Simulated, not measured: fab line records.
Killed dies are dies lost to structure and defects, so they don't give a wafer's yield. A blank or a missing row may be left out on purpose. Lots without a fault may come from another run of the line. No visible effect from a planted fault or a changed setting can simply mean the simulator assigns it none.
Code-filled problem report in 8D (eight disciplines) form || flow nand harc || the parts of the form that need people (team, actions taken, sign-off) are left out

1. THE PROBLEM
Mean of killed at array at NHARC_END_SORT_01: 674 across 6 wafers in 2 lots; on wafers with no fault it is 52 (standard deviation 17). That puts it +37 standard deviations away from the usual mean.
Earliest sighting: wafer L301.1 on prober-02 at day 25 22:43. Wafers with a number at this step in the record: 36, from 12 lots. Rule for "out" (also "out of limits"): further than 4 standard deviations from the usual mean. All remaining wafers that have a number are taken as sound.

2. WHAT IT IS, WHAT IT ISN'T
{"question": "which readings at this step", "is": "killed at array, killed dies", "is not": "killed at other, killed at periphery, killed open, killed short"}
{"question": "which lots", "is": "L301, L304", "is not": "L300, L310, L311, L313, L314, L315, L317, L319, L320, L321"}
{"question": "which wafers of those lots", "is": "all that have a number", "is not": "-"}
{"question": "read on which gauges", "is": "prober-01, prober-02", "is not": "-"}
{"question": "when", "is": "from day 25 22:43", "is not": "up to then (3 sound wafers); but 27 sound wafers of L310, L311, L313, L314, L315, L317, L319, L320, L321 came after"}

3. WHAT RULES OUT EACH SUSPECT
Counting: a tool at a process step up to the reading stays a suspect if it ran every lot that is out and no sound lot after the first of them.
- the gauge at NHARC_END_SORT_01 is ruled out. Those wafers that are out were read across 2 gauges (prober-01, prober-02).
- pecvd-03 at NHARC_A_STAIRCASE_DEP_301 (deposits SiON, target thk 30 nm): ruled out as a lasting fault. Sound lots L313, L314 ran on it after its first lot that is out, L301 (day 18 10:44).
- rie diel-05 at NHARC_A_STAIRCASE_HM_OPEN_463 (chemistry O2/COS): ruled out as a lasting fault. Sound lots L313, L311, L314, L317 ran on it after its first lot that is out, L301 (day 18 14:58). NHARC_A_STAIRCASE_HM_OPEN_463: start missing for some lots; hours and lot order therefore follow NHARC_A_STAIRCASE_ETCH_315.
- rie diel-05 at NHARC_A_STAIRCASE_ETCH_315 (etches the open film in C4F8/O2/Ar, target depth 2500 nm, time 607.1 s): ruled out as a lasting fault. Sound lots L313, L311, L314, L317 ran on it after its first lot that is out, L301 (day 18 14:58).
- rie diel-05 at NHARC_A_STAIRCASE_STRIP_316 (strips in O2): ruled out as a lasting fault. Sound lots L313, L311, L314, L317 ran on it after its first lot that is out, L301 (day 25 22:43). NHARC_A_STAIRCASE_STRIP_316: start missing for some lots; hours and lot order therefore follow NHARC_END_SORT_01.
Left after counting: nothing in the record.

4. THE CAUSE (what the simulator had put in)
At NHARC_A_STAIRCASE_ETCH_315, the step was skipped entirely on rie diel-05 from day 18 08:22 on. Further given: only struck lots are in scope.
It was ruled out by counting, in error; the rule expects a fault to strike all lots run on its tool from its start on, and this fault did not.

5. SEQUENCE OF EFFECTS, ordered by route
Rows list readings where the struck wafers' mean (over those with a number) sits beyond 3 standard deviations from the usual. Readings are gone through only where the record gives a usual standard deviation; hours: the median, over the lots, of the time from a lot's start at the first step in this table giving one to that lot's start at this step; sigmas: the change measured in usual standard deviations.
{"hours": 0, "step": "NHARC_END_SORT_01", "reading": "killed at array", "usual": 52, "on struck wafers": 674, "change": "+622", "sigmas": "+37"}
{"hours": 0, "step": "NHARC_END_SORT_01", "reading": "killed dies", "usual": 58, "on struck wafers": 677, "change": "+619", "sigmas": "+36"}
Readings that are blank on the struck wafers while sound wafers have them: bias w at NHARC_A_STAIRCASE_ETCH_315; chamber pressure mTorr at NHARC_A_STAIRCASE_ETCH_315; oes product au at NHARC_A_STAIRCASE_ETCH_315; rf vpp V at NHARC_A_STAIRCASE_ETCH_315.

6. HOW IT WOULD HAVE BEEN CAUGHT EARLIER
Counted from the fault's start at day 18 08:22, it took 182 hours until the first out-of-limits reading at a measuring or inspecting step in this record, taken at day 25 22:43.
At NHARC_A_STAIRCASE_ETCH_315 the tool's readings are blank on the struck wafers, where sound wafers have them: an empty tool record is the first sign, and it was there at once.
